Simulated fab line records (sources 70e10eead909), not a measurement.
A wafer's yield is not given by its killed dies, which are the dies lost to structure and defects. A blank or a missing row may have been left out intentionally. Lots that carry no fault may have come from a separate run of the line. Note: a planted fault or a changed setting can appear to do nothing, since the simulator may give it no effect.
A sampling plan put to the test	flow nand harc	each of the 25 faults these records tell of, on one fab line, judged from the records of the lots it struck
The line's own looks make up the plan; these are the steps of the route where a gauge or inspection reads the wafer and leaves it unchanged. Where struck wafers have a number at a look and the file lists that look's usual mean and standard deviation on fault-free wafers, the look can be judged. Caught: the struck wafers' mean, at a look after the fault's first step, is 4 or more of those standard deviations (sigma) away from the usual mean. On the tool: the same test on the tool's own readings at the fault's steps. Another recipe on the struck wafers, or a record that is blank for them alone, also counts as caught.

## THE FAULTS, as the simulator had put them in
1. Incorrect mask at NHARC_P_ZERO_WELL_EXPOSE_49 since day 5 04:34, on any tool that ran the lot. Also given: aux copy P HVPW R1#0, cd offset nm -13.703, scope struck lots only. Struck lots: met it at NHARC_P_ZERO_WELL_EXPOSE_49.
2. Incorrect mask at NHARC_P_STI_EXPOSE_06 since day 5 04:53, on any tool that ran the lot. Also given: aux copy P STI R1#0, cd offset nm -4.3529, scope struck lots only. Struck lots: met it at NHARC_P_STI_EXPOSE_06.
3. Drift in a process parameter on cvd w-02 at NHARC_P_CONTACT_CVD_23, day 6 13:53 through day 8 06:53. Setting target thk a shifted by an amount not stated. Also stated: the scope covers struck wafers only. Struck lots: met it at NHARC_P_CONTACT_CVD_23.
4. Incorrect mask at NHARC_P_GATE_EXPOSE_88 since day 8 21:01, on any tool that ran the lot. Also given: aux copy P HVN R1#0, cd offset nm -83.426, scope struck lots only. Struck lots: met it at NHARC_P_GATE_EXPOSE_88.
5. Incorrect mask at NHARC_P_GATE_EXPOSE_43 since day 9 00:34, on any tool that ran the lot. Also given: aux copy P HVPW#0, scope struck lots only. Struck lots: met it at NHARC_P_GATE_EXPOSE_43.
6. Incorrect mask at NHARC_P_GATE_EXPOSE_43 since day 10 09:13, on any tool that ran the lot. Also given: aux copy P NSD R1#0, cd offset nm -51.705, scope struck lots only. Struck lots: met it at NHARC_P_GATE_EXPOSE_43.
7. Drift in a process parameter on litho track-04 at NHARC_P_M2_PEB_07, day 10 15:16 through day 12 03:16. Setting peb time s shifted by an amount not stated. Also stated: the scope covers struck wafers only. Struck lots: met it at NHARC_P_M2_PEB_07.
8. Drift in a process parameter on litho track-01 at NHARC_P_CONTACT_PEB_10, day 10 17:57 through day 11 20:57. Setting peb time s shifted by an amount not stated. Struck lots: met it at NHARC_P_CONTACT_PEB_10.
9. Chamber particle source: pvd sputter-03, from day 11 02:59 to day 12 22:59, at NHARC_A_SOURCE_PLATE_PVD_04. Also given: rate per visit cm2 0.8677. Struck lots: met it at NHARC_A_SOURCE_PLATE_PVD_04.
10. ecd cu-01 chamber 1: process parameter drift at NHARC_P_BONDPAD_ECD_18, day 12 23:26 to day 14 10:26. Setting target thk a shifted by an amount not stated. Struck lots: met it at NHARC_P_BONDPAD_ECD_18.
11. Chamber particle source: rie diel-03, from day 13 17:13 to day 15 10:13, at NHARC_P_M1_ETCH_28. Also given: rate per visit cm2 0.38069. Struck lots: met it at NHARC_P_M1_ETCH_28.
12. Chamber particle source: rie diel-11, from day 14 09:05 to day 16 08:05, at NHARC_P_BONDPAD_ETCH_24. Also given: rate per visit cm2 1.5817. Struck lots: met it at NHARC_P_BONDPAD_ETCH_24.
13. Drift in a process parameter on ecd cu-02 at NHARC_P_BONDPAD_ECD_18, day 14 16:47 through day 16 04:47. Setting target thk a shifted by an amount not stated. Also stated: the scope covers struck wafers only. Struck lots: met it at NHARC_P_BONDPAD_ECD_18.
14. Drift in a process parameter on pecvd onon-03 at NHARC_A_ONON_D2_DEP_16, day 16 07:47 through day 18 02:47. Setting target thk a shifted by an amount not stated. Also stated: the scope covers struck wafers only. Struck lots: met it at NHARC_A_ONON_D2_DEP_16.
15. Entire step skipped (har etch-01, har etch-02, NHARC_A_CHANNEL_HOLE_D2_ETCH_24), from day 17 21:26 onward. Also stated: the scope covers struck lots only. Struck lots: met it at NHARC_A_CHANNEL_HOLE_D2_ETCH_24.
16. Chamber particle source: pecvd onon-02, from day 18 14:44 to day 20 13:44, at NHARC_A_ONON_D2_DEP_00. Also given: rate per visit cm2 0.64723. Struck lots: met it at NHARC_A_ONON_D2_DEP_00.
17. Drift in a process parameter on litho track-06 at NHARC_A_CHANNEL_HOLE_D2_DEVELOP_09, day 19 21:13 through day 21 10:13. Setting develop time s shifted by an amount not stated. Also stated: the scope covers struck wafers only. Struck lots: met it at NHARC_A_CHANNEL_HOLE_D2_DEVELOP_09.
18. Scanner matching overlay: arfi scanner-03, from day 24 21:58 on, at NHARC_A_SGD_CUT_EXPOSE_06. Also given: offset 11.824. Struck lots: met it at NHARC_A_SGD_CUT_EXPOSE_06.
19. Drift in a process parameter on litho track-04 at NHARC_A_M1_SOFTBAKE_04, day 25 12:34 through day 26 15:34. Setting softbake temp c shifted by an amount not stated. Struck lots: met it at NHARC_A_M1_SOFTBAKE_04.
20. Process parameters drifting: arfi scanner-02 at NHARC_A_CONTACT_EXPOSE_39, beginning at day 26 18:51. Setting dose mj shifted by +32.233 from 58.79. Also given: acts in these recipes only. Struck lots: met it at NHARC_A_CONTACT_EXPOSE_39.
21. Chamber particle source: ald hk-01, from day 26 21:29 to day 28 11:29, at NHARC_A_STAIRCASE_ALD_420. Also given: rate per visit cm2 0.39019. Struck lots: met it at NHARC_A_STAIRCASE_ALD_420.
22. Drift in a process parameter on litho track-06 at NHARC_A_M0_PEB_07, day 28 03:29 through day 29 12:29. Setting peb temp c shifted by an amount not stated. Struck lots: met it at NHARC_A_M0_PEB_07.
23. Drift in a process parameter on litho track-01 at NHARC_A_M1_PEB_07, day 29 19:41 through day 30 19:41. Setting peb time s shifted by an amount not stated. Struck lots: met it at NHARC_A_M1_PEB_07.
24. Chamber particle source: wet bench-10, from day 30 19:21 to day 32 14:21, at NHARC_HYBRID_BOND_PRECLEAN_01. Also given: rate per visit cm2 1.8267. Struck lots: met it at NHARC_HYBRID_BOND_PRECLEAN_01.
25. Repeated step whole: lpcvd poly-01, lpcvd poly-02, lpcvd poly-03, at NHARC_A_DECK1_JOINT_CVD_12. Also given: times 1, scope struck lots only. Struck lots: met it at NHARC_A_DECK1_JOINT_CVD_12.

## WHAT THE PLAN SAW
fault	on the tool itself	first look that catches it	reading, sigma	median hours from its first step to that look	hours from the fault's start to the first struck lot there	judged looks passed uncaught
1	no reading that can be judged	NHARC_P_ZERO_WELL_CD_MEAS_52	cd nm -10	0.2	5	0
2	no reading that can be judged	none of the 2 looks that can be judged after it	strongest: cd nm at NHARC_P_STI_CD_MEAS_09, -2.8	-	-	2
3	under 2 sigma	no look after it can be judged	-	-	-	0
4	no reading that can be judged	NHARC_P_GATE_CD_MEAS_91	cd nm -43	0.2	1	0
5	no reading that can be judged	no look after it can be judged	-	-	-	0
6	no reading that can be judged	NHARC_P_GATE_CD_MEAS_46	cd nm -29	0.2	2	0
7	heater power total W +99 or beyond sigma	NHARC_P_M2_CD_MEAS_09	cd nm -78	0.1	13	0
8	no reading that can be judged	NHARC_P_CONTACT_CD_MEAS_12	cd nm +15	0.1	3	0
9	no reading that can be judged	NHARC_A_SOURCE_PLATE_INSPECT_08	raw defect count +24	15.0	20	1
10	no reading that can be judged	none of the 3 looks that can be judged after it	-	-	-	3
11	under 2 sigma	NHARC_END_SORT_01	killed at periphery +19	447.4	439	1
12	under 2 sigma	NHARC_END_SORT_01	killed at periphery +25	444.6	472	0
13	no reading that can be judged	NHARC_P_BONDPAD_THK_MEAS_20	thk nm -21	1.1	6	0
14	under 2 sigma	NHARC_A_ONON_D2_THK_MEAS_18	thk nm -4.4	0.4	5	0
15	the tool's record is blank for the struck wafers	NHARC_A_CHANNEL_HOLE_D2_CD_MEAS_31	cd nm -68	3.3	13	0
16	under 2 sigma	none of the 2 looks that can be judged after it	strongest: killed at array at NHARC_END_SORT_01, +3.8	-	-	2
17	under 2 sigma	none of the 2 looks that can be judged after it	strongest: cd nm at NHARC_A_CHANNEL_HOLE_D2_CD_MEAS_10, +3.1	-	-	2
18	no reading that can be judged	NHARC_A_SGD_CUT_OVL_MEAS_10	overlay x nm +11	0.2	15	0
19	heater power total W +99 or beyond sigma	none of the 2 looks that can be judged after it	strongest: cd nm at NHARC_A_M1_CD_MEAS_09, -3.3	-	-	2
20	exposure dose mJ cm2 +99 or beyond sigma	NHARC_A_CONTACT_CD_MEAS_42	cd nm +41	0.1	8	0
21	under 2 sigma	not the one look that can be judged after it	strongest: killed at array at NHARC_END_SORT_01, +2.8	-	-	1
22	plate temp C +43 sigma	NHARC_A_M0_CD_MEAS_09	cd nm +29	0.1	1	0
23	no reading that can be judged	none of the 2 looks that can be judged after it	strongest: cd nm at NHARC_A_M1_CD_MEAS_09, +3.4	-	-	2
24	no reading that can be judged	NHARC_END_SORT_01	killed at other +79	30.6	29	1
25	under 2 sigma	none of the 2 looks that can be judged after it	strongest: killed at array at NHARC_END_SORT_01, -2.0	-	-	2
Dash: fault not caught, or number not given in these records.

Caught at a look: 15 of 25. Caught on the tool: 5 of 25. By one or the other: 16 of 25.
Caught on the tool alone: fault 19.
Caught at a look alone: faults 1, 4, 6, 8, 9, 11, 12, 13, 14, 18, 24.
Caught by neither: faults 2, 3, 5, 10, 16, 17, 21, 23, 25.

## THINNER SAMPLING
In the worst case, this is how late the first struck lot would be measured if the look that catches a fault measured only every second or every third lot, by lot number:
fault	struck lots at that look, in order of time	every lot	every second lot	every third lot
1	L893	5 h	may miss it	may miss it
4	L292	1 h	may miss it	may miss it
6	L612	2 h	may miss it	may miss it
7	L878, L879	13 h	18 h	may miss all 2
8	L183, L185	3 h	may miss all 2	may miss all 2
9	L282, L285	20 h	50 h	may miss all 2
11	L911, L914	439 h	498 h	may miss all 2
12	L768, L769	472 h	484 h	may miss all 2
13	L622, L623	6 h	23 h	may miss all 2
14	L234, L235	5 h	31 h	may miss all 2
15	L362, L364, L363	13 h	17 h	17 h
18	L820, L821	15 h	23 h	may miss all 2
20	L413, L418	8 h	18 h	may miss all 2
22	L518, L521	1 h	22 h	may miss all 2
24	L271, L273	29 h	may miss all 2	may miss all 2
Hours: fault start to first struck lot measured. The limit of 4 sigma was tested on all struck wafers together, so one lot alone may lie under it. Other struck lots may not be in these records.

## THE LONGEST TIMED WAY FROM STEP TO LOOK
Fault 11: median gap of 447.4 hours between NHARC_P_M1_ETCH_28 and NHARC_END_SORT_01. The look between them that can be judged stayed within 4 sigma: NHARC_HYBRID_BOND_OVL_MEAS_05.
